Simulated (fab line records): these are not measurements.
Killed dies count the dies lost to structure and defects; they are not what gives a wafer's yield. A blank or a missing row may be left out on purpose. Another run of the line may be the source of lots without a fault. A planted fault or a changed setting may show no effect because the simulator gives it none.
Matching of chambers + flow nand harc + NHARC_A_WL_FILL_ALD_02 on ald metal-01 has 4 sister chambers
The step deposits TiN, target thk 2 nm, pulse time 3 s, ald cycles 100. 7 wafers are shown with their chamber, then 7 later ones without.

== WAFERS WITH THEIR CHAMBER ==
| wafer  | chamber | heater power outer w (W) | heater power w (W) |
|--------|---------|--------------------------|--------------------|
| L078.2 | 0       | 643                      | 1060               |
| L078.6 | 3       | 695                      | 1060               |
| L080.1 | 1       | 651                      | 989                |
| L080.4 | 3       | 699                      | 1089               |
| L087.6 | 1       | 626                      | 968                |
| L088.3 | 2       | 636                      | 999                |
| L088.5 | 2       | 617                      | 1007               |

== WAFERS WITHOUT THEIR CHAMBER ==
| wafer  | heater power outer w (W) | heater power w (W) |
|--------|--------------------------|--------------------|
| L088.6 | 631                      | 1015               |
| L091.1 | 641                      | 977                |
| L091.2 | 641                      | 1051               |
| L091.3 | 635                      | 960                |
| L096.1 | 651                      | 1010               |
| L096.4 | 716                      | 1094               |
| L096.6 | 639                      | 979                |

== CHAMBER TAKEN BY EACH ==
| wafer  | from the rows above          | in truth |
|--------|------------------------------|----------|
| L088.6 | can't be placed: 2 or 1      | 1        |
| L091.1 | can't be placed: 1 or 2      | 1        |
| L091.2 | 0                            | 0        |
| L091.3 | can't be placed: 1 or 2      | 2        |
| L096.1 | can't be placed: 2 or 1 or 0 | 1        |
| L096.4 | 3                            | 3        |
| L096.6 | can't be placed: 1 or 2      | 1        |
Correctly placed: 2 of 7. Not placeable from these rows: 5 (in 5, the candidates include the true chamber). Placed wrongly: 0.
How it was worked out, from the rows above alone: a wafer's distance from a chamber is the root of the sum, over the readings, of the square of ((its reading less the chamber's mean) divided by the reading's scatter). If the next closest chamber is less than 2 further off than the closest, the wafer can't be placed; otherwise it belongs to the closest. Each chamber's mean is taken over the wafers shown for it. The scatter: the root of (the sum of the squares of (reading less its chamber's mean) over the shown wafers, divided by (wafers less chambers)).
